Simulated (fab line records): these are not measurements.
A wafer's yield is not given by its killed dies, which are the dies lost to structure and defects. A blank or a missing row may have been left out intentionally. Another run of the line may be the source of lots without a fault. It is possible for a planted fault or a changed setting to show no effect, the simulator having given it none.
Chamber matching	flow n5_finfet	4 sister chambers for N5_BEOL_M0_SAQP_MANDREL1_REMOVE_100 on rie_si-01
The step chemistry HBr/Cl2/O2, target a-Si, stops on SiNx, bt time 10 s. 18 wafers are shown with their chamber, then 9 later ones without.

EACH WAFER AND ITS CHAMBER
wafer	chamber	drypump_motor_current_A (A)	oes_product_au (a.u.)	bias_w (W)
L074.1	1	5.2	0.998	29.94
L074.3	0	5.5	0.976	30.07
L074.5	2	5.8	1.004	30.04
L076.1	2	5.9	1.000	29.85
L076.3	1	5.2	1.001	29.89
L076.6	3	5.1	0.995	29.99
L078.2	2	5.8	1.022	30.01
L078.4	0	5.5	0.971	30.02
L078.5	3	5.1	0.986	29.97
L079.3	3	5.1	0.989	30.16
L079.4	2	5.9	1.011	30.09
L079.6	0	5.5	0.968	29.92
L081.2	2	5.8	1.007	30.05
L081.4	1	5.2	0.993	30.10
L081.5	1	5.2	1.014	30.17
L086.1	3	5.1	0.991	29.93
L086.2	0	5.5	0.971	29.86
L086.5	2	5.9	1.015	30.07

SIGNATURES (means of the wafers above)
reading	chamber 0	chamber 1	chamber 2	chamber 3	scatter within a chamber
drypump_motor_current_A	5.500	5.200	5.850	5.100	0.0327
oes_product_au	0.97150	1.00150	1.00983	0.99025	0.00672
bias_w	29.9675	30.0250	30.0183	30.0125	0.103
Rule: a wafer's distance from a chamber is the root of the sum, over the readings, of the square of ((its reading less the chamber's mean) divided by the reading's scatter). If the next closest chamber is less than 2 further off than the closest, the wafer can't be placed; otherwise it belongs to the closest. The scatter: the root of (the sum of the squares of (reading less its chamber's mean) over the shown wafers, divided by (wafers less chambers)).

WAFERS WITH NO CHAMBER GIVEN
wafer	drypump_motor_current_A (A)	oes_product_au (a.u.)	bias_w (W)
L087.2	5.2	1.001	29.97
L087.4	5.5	0.966	30.13
L087.6	5.1	0.991	29.96
L092.2	5.5	0.973	29.98
L092.5	5.2	1.005	30.02
L092.6	5.5	0.967	30.08
L095.1	5.9	1.005	30.07
L095.5	5.9	0.997	30.03
L095.6	5.2	1.004	30.11

THE CHAMBER EACH PASSED THROUGH
wafer	from the rows above	in truth
L087.2	1	1
L087.4	0	0
L087.6	3	3
L092.2	0	0
L092.5	1	1
L092.6	0	0
L095.1	2	2
L095.5	2	2
L095.6	1	1
Correct placement for 9 of the 9. From these rows, 0 cannot be placed. Number placed wrongly: 0.
